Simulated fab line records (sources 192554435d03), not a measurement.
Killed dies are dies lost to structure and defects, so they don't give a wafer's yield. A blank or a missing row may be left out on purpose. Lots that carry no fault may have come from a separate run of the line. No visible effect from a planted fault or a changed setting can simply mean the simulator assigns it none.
Lot-split experiment + flow n5-finfet + 21 wafers read across 7 lots, on a route 1938 steps long

== ON THE SPLIT ==
At N5_BEOL_M13_EXPOSE_25 (exposes mask M13, target cd 210 nm), the setting dose-mj was moved away from the recipe's 22 on 8 of the 21 wafers read, by -6.7% to +6.6%. For the rest of the wafers, this setting stayed at what the recipe calls for.

== FROM THE SPLIT TO THE READING: what the file shows between them, 3 steps ==
- N5_BEOL_M13_PEB_26: peb time 90 s
- N5_BEOL_M13_DEVELOP_27: develop time 45 s
- N5_BEOL_M13_HARDBAKE_32: time 120 s

== THE READING ==
Shown in nm: cd-nm at N5_BEOL_M13_CD_MEAS_28, with target cd 209.5 nm. Fault-free wafers of this fab line usually give 209.8 nm, standard deviation 1.3 nm.

| wafer  | tool, chamber at the split | dose-mj as run | against the recipe | cd-nm, nm | against lot-mates on the recipe |
|--------|----------------------------|----------------|--------------------|-----------|---------------------------------|
| L078.1 | krf-scanner-01, 0          | 21.14          | -3.9%              | 204.9     | -5.3                            |
| L078.4 | krf-scanner-01, 0          | 22             | recipe             | 212.0     | -                               |
| L078.5 | krf-scanner-01, 0          | 22             | recipe             | 208.5     | -                               |
| L085.2 | krf-scanner-02, 0          | 22             | recipe             | 209.2     | -                               |
| L085.4 | krf-scanner-02, 0          | 22             | recipe             | 207.9     | -                               |
| L085.6 | krf-scanner-02, 0          | 22             | recipe             | 207.9     | -                               |
| L086.1 | krf-scanner-01, 0          | 20.89          | -5.0%              | 204.5     | -5.9                            |
| L086.3 | krf-scanner-01, 0          | 20.89          | -5.0%              | 205.0     | -5.4                            |
| L086.6 | krf-scanner-01, 0          | 22             | recipe             | 210.4     | -                               |
| L087.2 | krf-scanner-02, 0          | 20.66          | -6.1%              | 202.3     | -6.3                            |
| L087.3 | krf-scanner-02, 0          | 22             | recipe             | 208.6     | -                               |
| L087.6 | krf-scanner-02, 0          | 20.66          | -6.1%              | 202.7     | -5.9                            |
| L091.2 | krf-scanner-02, 0          | 22             | recipe             | 210.4     | -                               |
| L091.3 | krf-scanner-02, 0          | 20.53          | -6.7%              | 204.5     | -5.9                            |
| L091.4 | krf-scanner-02, 0          | 20.53          | -6.7%              | 203.9     | -6.5                            |
| L095.1 | krf-scanner-02, 0          | 22             | recipe             | 210.9     | -                               |
| L095.2 | krf-scanner-02, 0          | 22             | recipe             | 208.4     | -                               |
| L095.3 | krf-scanner-02, 0          | 22             | recipe             | 210.9     | -                               |
| L097.1 | krf-scanner-01, 0          | 23.45          | +6.6%              | 218.3     | +6.4                            |
| L097.2 | krf-scanner-01, 0          | 22             | recipe             | 211.2     | -                               |
| L097.4 | krf-scanner-01, 0          | 22             | recipe             | 212.6     | -                               |

THE FIT
A straight line over all 21 wafers: cd-nm changes by +1.09 nm for each +1% of dose-mj; r = +0.93; the points scatter about the line by 1.4 nm.
The same after taking each lot's own level away (the mean of its wafers on the recipe; 21 wafers): +1.01 nm for each +1%; r = +0.97; scatter 0.92 nm.
Per that fit: largest dose-mj move, reading shift of 6.7 nm.
Measured against the standard deviation above, the lots' own levels, which go from 208.33 to 211.90 nm, span 2.7 times it.
Consequently the slope shifts little with the lot-to-lot level, the two slopes agreeing.
Check: for one of the wafers moved furthest among these (-6.7%), held out of the fit, the line's prediction against its lot-mates is -6.98 nm. Against them it came out at -5.9 nm.

== OTHER SPLITS ON THESE WAFERS ==
Other splits were also applied to these wafers ahead of the reading. Each is held against what the fit with the lots' levels taken away leaves over:
| other split on the same wafers | wafers away from the commonest value | r with cd-nm (lot level and that fit taken away) |
|--------------------------------|--------------------------------------|--------------------------------------------------|
| N5_BEOL_M11_COAT_22 spin-rpm   | 4                                    | +0.38                                            |
| N5_BEOL_M12_ETCH_68 time-s     | 3                                    | +0.07                                            |

== THE WHOLE CHAIN: every reading that the file lists as answering this split, in the file's order ==
| step                   | what it does                                           | reading                                                         | change (the file's fit)              | r (the file's) |
|------------------------|--------------------------------------------------------|-----------------------------------------------------------------|--------------------------------------|----------------|
| N5_BEOL_M13_CD_MEAS_28 | target cd 209.5 nm                                     | cd-nm                                                           | +1.03 nm for each +1% of the setting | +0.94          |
| N5_BEOL_M13_DESCUM_33  | chemistry O2, time 7.9 s                               | BEOL_M13.cd-nm (the simulator's own value, which no gauge read) | +1 nm for each +1% of the setting    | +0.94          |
| N5_BEOL_M13_ETCH_67    | etches SiARC in CF4, target depth 143 nm, time 238.3 s | BEOL_M13.cd-nm (the simulator's own value, which no gauge read) | +1.08 nm for each +1% of the setting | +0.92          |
| N5_BEOL_M13_ETCH_68    | etches SOC in N2/H2, time 355 s                        | BEOL_M13.cd-nm (the simulator's own value, which no gauge read) | +1.22 nm for each +1% of the setting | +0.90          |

== THE FILE'S OWN FIT ==
cd-nm changes by +1.03 nm for each +1% of dose-mj, r = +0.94.
